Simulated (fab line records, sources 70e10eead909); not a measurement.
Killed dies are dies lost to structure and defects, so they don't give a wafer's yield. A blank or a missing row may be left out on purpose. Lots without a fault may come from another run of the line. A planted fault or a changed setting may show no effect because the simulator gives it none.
Which tool did it? | flow nand_harc | 14 lots, 42 wafers sampled, at 5 steps of a route of 1302

WHAT THE GAUGES READ, wafer by wafer
NHARC_THIN_TSV_CD_MEAS_37. Usual: cd_nm 5003 nm, standard deviation 3.5.
lot  | measured     | on        | cd_nm (nm)     | flag
L866 | day 25 02:04 | cd_sem-02 | 5007 5007 5003 |
L867 | day 25 10:35 | cd_sem-02 | 5005 5005 5003 |
L868 | day 25 11:43 | cd_sem-02 | 5000 4998 5003 |
L870 | day 26 07:14 | cd_sem-02 | 5011 5003 5007 |
L869 | day 26 08:14 | cd_sem-01 | 5005 5007 5001 |
L872 | day 27 07:16 | cd_sem-03 | 5007 5003 5007 |
L871 | day 27 11:19 | cd_sem-03 | 5002 5006 5004 |
L874 | day 28 13:07 | cd_sem-01 | 4996 4999 5002 |
L875 | day 28 14:17 | cd_sem-02 | 5006 4998 5002 |
L876 | day 28 22:59 | cd_sem-01 | 5001 5002 5004 |
L877 | day 30 04:56 | cd_sem-03 | 5004 5006 5001 |

NHARC_END_SORT_01. Usual: killed_at_array 56, standard deviation 20; killed_at_other 0.9, standard deviation 1.1; killed_at_periphery 3.7, standard deviation 3; killed_dies 61, standard deviation 21; killed_open 2.9, standard deviation 1.6; killed_short 2.6, standard deviation 1.4.
lot  | measured     | on        | killed_at_array | killed_at_other | killed_at_periphery | killed_dies | killed_open | killed_short | flag
L880 | day 30 22:01 | prober-01 | 606 612 579     | 3 2 4           | 5 3 6               | 614 617 589 | 2 6 4       | 0 2 2        | OFF
L879 | day 31 04:50 | prober-02 | 605 591 587     | 0 0 0           | 4 2 2               | 609 593 589 | 2 2 2       | 3 3 3        | OFF
L881 | day 31 18:04 | prober-01 | 602 605 630     | 0 0 0           | 2 1 4               | 604 606 634 | 2 2 4       | 4 2 1        | OFF

WHICH TOOL RAN EACH LOT (tool, then ch and the chambers of the sampled wafers, then the start)
lot  | NHARC_A_CHANNEL_HOLE_D1_DEP_00 | NHARC_THIN_TSV_DESCUM_14           | NHARC_THIN_TSV_ETCH_15
L866 | acl_dep-03 ch 0, day 9 08:43   | rie_diel-07 ch 1,2,3, day 24 18:49 | rie_si-01 ch 0,2,3, day 24 19:28
L867 | acl_dep-02 ch 0, day 9 15:07   | rie_diel-07 ch 0,1, day 25 03:19   | rie_si-06 ch 0,1,3, day 25 04:01
L868 | acl_dep-01 ch 0, day 9 22:01   | rie_diel-09 ch 1,2,3, day 25 04:40 | rie_si-02 ch 0,1,3, day 25 05:20
L870 | acl_dep-01 ch 0, day 10 13:14  | rie_diel-07 ch 0,2, day 25 23:50   | rie_si-06 ch 0,2,3, day 26 00:38
L869 | acl_dep-03 ch 0, day 10 15:46  | rie_diel-09 ch 0,1,3, day 26 01:05 | rie_si-02 ch 0,1,3, day 26 01:44
L872 | acl_dep-03 ch 0, day 11 17:45  | rie_diel-05 ch 0,1,2, day 26 23:37 | rie_si-01 ch 1,3, day 27 00:16
L871 | acl_dep-02 ch 0, day 11 18:28  | rie_diel-07 ch 2,3, day 27 04:05   | rie_si-02 ch 0,2, day 27 04:45
L874 | acl_dep-01 ch 0, day 12 13:39  | rie_diel-05 ch 1,2,3, day 28 05:57 | rie_si-02 ch 0,2,3, day 28 06:36
L875 | acl_dep-03 ch 0, day 12 18:31  | rie_diel-05 ch 2,3, day 28 06:59   | rie_si-01 ch 0,1,2, day 28 07:39
L876 | acl_dep-02 ch 0, day 13 09:07  | rie_diel-09 ch 0,1, day 28 15:55   | rie_si-01 ch 1,2,3, day 28 16:34
L877 | acl_dep-03 ch 0, day 14 10:20  | rie_diel-07 ch 1,2,3, day 29 21:39 | rie_si-01 ch 2,3, day 29 22:18
L880 | acl_dep-02 ch 0, day 15 02:52  | -                                  | -
L879 | acl_dep-02 ch 0, day 15 04:44  | -                                  | -
L881 | acl_dep-02 ch 0, day 15 13:29  | -                                  | -
- NHARC_A_CHANNEL_HOLE_D1_DEP_00: deposits aC, target thk 3100 nm.
- NHARC_THIN_TSV_DESCUM_14: chemistry O2, time 3 s.
- NHARC_THIN_TSV_ETCH_15: target depth 3000 nm, bosch target overetch cycles 2, bosch etch step 2.8 s.

WHAT THE TOOLS THEMSELVES READ (means of the sampled wafers that have a number; where no wafer has one, the mark that the record gives instead)
NHARC_A_CHANNEL_HOLE_D1_DEP_00. Usual: throttle_valve_pct 35.001 %, standard deviation 0.0097.
lot  | tool       | throttle_valve_pct (%) | flag
L866 | acl_dep-03 | 35.001                 |
L867 | acl_dep-02 | 35.005                 |
L868 | acl_dep-01 | 34.999                 |
L870 | acl_dep-01 | 35.002                 |
L869 | acl_dep-03 | 35.005                 |
L872 | acl_dep-03 | 35.003                 |
L871 | acl_dep-02 | 35.001                 |
L874 | acl_dep-01 | 35.000                 |
L875 | acl_dep-03 | 35.008                 |
L876 | acl_dep-02 | 35.005                 |
L877 | acl_dep-03 | 35.005                 |
L880 | acl_dep-02 | 35.006                 |
L879 | acl_dep-02 | 34.988                 |
L881 | acl_dep-02 | 35.003                 |

NHARC_THIN_TSV_DESCUM_14. Usual: chamber_pressure_mTorr 60.00 mTorr, standard deviation 0.053; drypump_motor_current_A 5.5 A, standard deviation 0.44; oes_product_au 1.001 a.u., standard deviation 0.015; rf_vpp_V 57.5 V, standard deviation 0.83; showerhead_plenum_p_Torr 1.86 Torr, standard deviation 0.072; throttle_valve_pct 11.311 %, standard deviation 0.0086.
lot  | tool        | chamber_pressure_mTorr (mTorr) | drypump_motor_current_A (A) | oes_product_au (a.u.) | rf_vpp_V (V) | showerhead_plenum_p_Torr (Torr) | throttle_valve_pct (%) | flag
L866 | rie_diel-07 | 59.96                          | 5.1                         | 1.017                 | 56.3         | 1.79                            | 11.314                 |
L867 | rie_diel-07 | 60.00                          | 5.5                         | 1.017                 | 58.0         | 1.84                            | 11.313                 |
L868 | rie_diel-09 | 60.00                          | 6.0                         | 1.005                 | 58.3         | 1.98                            | 11.315                 |
L870 | rie_diel-07 | 59.98                          | 5.3                         | 0.996                 | 57.4         | 1.80                            | 11.309                 |
L869 | rie_diel-09 | 59.98                          | 6.0                         | 0.991                 | 57.7         | 1.94                            | 11.303                 |
L872 | rie_diel-05 | 59.98                          | 5.8                         | 0.999                 | 57.3         | 1.87                            | 11.315                 |
L871 | rie_diel-07 | 60.00                          | 5.1                         | 0.989                 | 57.4         | 1.78                            | 11.311                 |
L874 | rie_diel-05 | 59.98                          | 5.8                         | 1.001                 | 57.5         | 1.90                            | 11.314                 |
L875 | rie_diel-05 | 60.03                          | 5.6                         | 1.010                 | 57.2         | 1.88                            | 11.306                 |
L876 | rie_diel-09 | 59.99                          | 6.1                         | 0.988                 | 58.2         | 1.91                            | 11.309                 |
L877 | rie_diel-07 | 60.00                          | 5.1                         | 0.998                 | 57.3         | 1.79                            | 11.317                 |

NHARC_THIN_TSV_ETCH_15. Usual: drypump_motor_current_A 5.5 A, standard deviation 0.42.
lot  | tool      | drypump_motor_current_A (A) | flag
L866 | rie_si-01 | 5.5                         |
L867 | rie_si-06 | 5.8                         |
L868 | rie_si-02 | 5.6                         |
L870 | rie_si-06 | 5.4                         |
L869 | rie_si-02 | 5.6                         |
L872 | rie_si-01 | 5.2                         |
L871 | rie_si-02 | 5.3                         |
L874 | rie_si-02 | 5.4                         |
L875 | rie_si-01 | 5.2                         |
L876 | rie_si-01 | 5.4                         |
L877 | rie_si-01 | 5.6                         |

THE ANSWER, worked out from the rows above alone
Rule: a lot is off if the mean of its wafers that have a number lies more than 3 standard deviations from the usual mean. A lot without any number at a reading at which 4 lots or more have one is off too. The other lots that the step has rows for count as sound. The gauges are gone through in route order, then the tools' own readings, and for those a lot's mean is taken as printed above. The first step at which some lot is off is used, and at that step the reading that is off furthest; a lot without a number counts as furthest.
Off: L880, L879, L881, at NHARC_END_SORT_01 (killed_at_array). Neither off nor sound, because the step has no rows for them: L866, L867, L868, L870, L869, L872, L871, L874, L875, L876, L877.
A tool fits if, at a process step before that reading, it ran every lot that is off, and no sound lot after the first of them. The gauges at NHARC_END_SORT_01 are tried like those tools. One fits: acl_dep-02 at NHARC_A_CHANNEL_HOLE_D1_DEP_00. It ran no sound lot before its first lot that is off in this sample, so the start can't be narrowed down.

WHAT THE SIMULATOR HAD PUT IN
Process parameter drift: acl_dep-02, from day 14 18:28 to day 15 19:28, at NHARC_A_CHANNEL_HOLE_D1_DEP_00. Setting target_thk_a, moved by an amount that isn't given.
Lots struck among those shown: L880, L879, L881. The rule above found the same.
